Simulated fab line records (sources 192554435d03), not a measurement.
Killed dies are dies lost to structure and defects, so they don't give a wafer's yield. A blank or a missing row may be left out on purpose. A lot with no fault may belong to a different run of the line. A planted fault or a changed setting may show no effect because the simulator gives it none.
Split-lot experiment	flow n5Finfet	21 wafers read across 7 lots, on a route 1938 steps long

THE SPLIT ITSELF
At N5_BEOL_M5_COAT_22 (resist thk 30 nm), the setting spinRpm was moved away from the recipe's 1500 rpm on 2 of the 21 wafers read, by -8.9% to -8.7%. All remaining wafers had this setting at the recipe value.

FROM THE SPLIT TO THE READING: what the file shows between them, 5 steps
- N5_BEOL_M5_EBR_24
- N5_BEOL_M5_SOFTBAKE_23: time 60 s
- N5_BEOL_M5_EXPOSE_25: exposes mask V4, defocus 10 nm
- N5_BEOL_M5_PEB_26: peb time 60 s
- N5_BEOL_M5_DEVELOP_27: develop time 30 s

THE READING
CAR-EUV_of_BEOL_M5_COAT_22.thkNm (the simulator's own value, which no gauge read), in nm, at N5_BEOL_M5_DESCUM_33 (chemistry O2, time 7 s). The file does not state a usual value for it. The 19 wafers here that ran the recipe average 26.1 nm, standard deviation 0.13 nm.

wafer	tool, chamber at the split	spinRpm as run, rpm	against the recipe	CAR-EUV_of_BEOL_M5_COAT_22.thkNm, nm	against lot-mates on the recipe
L076.2	lithoTrack-05, 0	1500	recipe	26	-
L076.5	lithoTrack-05, 0	1500	recipe	26	-
L076.6	lithoTrack-05, 0	1500	recipe	26	-
L077.1	lithoTrack-02, 0	1500	recipe	26.2	-
L077.2	lithoTrack-02, 0	1370	-8.7%	27.6	+1.3
L077.4	lithoTrack-02, 0	1500	recipe	26.4	-
L082.1	lithoTrack-01, 0	1500	recipe	26	-
L082.4	lithoTrack-01, 0	1500	recipe	26	-
L082.5	lithoTrack-01, 0	1500	recipe	26	-
L083.2	lithoTrack-05, 0	1500	recipe	26	-
L083.3	lithoTrack-05, 0	1500	recipe	26	-
L083.5	lithoTrack-05, 0	1500	recipe	26	-
L090.1	lithoTrack-05, 0	1500	recipe	26	-
L090.2	lithoTrack-05, 0	1500	recipe	26.2	-
L090.5	lithoTrack-05, 0	1500	recipe	26.2	-
L094.3	lithoTrack-05, 0	1500	recipe	26.2	-
L094.4	lithoTrack-05, 0	1500	recipe	26.2	-
L094.6	lithoTrack-05, 0	1500	recipe	26.2	-
L096.1	lithoTrack-05, 0	1367	-8.9%	27.6	+1.7
L096.2	lithoTrack-05, 0	1500	recipe	26	-
L096.5	lithoTrack-05, 0	1500	recipe	25.8	-

THE FIT
A straight line over all 21 wafers: CAR-EUV_of_BEOL_M5_COAT_22.thkNm changes by -0.174 nm for each +1% of spinRpm; r = -0.96; the points scatter about the line by 0.13 nm.
The same after taking each lot's own level away (the mean of its wafers on the recipe; 21 wafers): -0.171 nm for each +1%; r = -0.98; scatter 0.084 nm.
That fit puts the effect of the largest move of spinRpm on the reading at 1.5 nm.
Across the lots, their own levels run from 25.90 to 26.30 nm, a range of 3.0 times the standard deviation given above.
Consequently the slope shifts little with the lot-to-lot level, the two slopes agreeing.
Check: for one of the wafers moved furthest among these (-8.9%), held out of the fit, the line's prediction against its lot-mates is +1.33 nm. It came out at +1.7 nm against them.

OTHER SPLITS APPLIED TO THESE WAFERS
Before the reading, these wafers also passed through other splits. Each is held against what the fit with the lots' levels taken away leaves over:
other split on the same wafers	wafers away from the commonest value	r with CAR-EUV_of_BEOL_M5_COAT_22.thkNm (lot level and that fit taken away)
N5_BEOL_M0_CUTY_DESCUM_61 timeS	9	+0.64
N5_BEOL_M0_ETCH_128 sourceW	6	-0.47
N5_BEOL_M1_COAT_73 spinRpm	8	-0.13
N5_BEOL_M2_DESCUM_16 timeS	7	+0.16
N5_BEOL_M2_COAT_67 spinRpm	7	-0.20
N5_BEOL_M3_COAT_22 spinRpm	9	+0.05

THE WHOLE CHAIN: every reading that the file lists as answering this split, in the file's order
step	what it does	reading	change (the file's fit)	r (the file's)
N5_BEOL_M5_COAT_22	resist thk 30 nm	CAR-EUV_of_BEOL_M5_COAT_22.thkNm (the simulator's own value, which no gauge read)	-0.16 nm for each +1% of the setting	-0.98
N5_BEOL_M5_DEVELOP_27	develop time 30 s	CAR-EUV_of_BEOL_M5_COAT_22.thkNm (the simulator's own value, which no gauge read)	-0.177 nm for each +1% of the setting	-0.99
N5_BEOL_M5_DESCUM_33	chemistry O2, time 7 s	CAR-EUV_of_BEOL_M5_COAT_22.thkNm (the simulator's own value, which no gauge read)	-0.171 nm for each +1% of the setting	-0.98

FILE'S OWN FIT
CAR-EUV_of_BEOL_M5_COAT_22.thkNm changes by -0.171 nm for each +1% of spinRpm, r = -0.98.
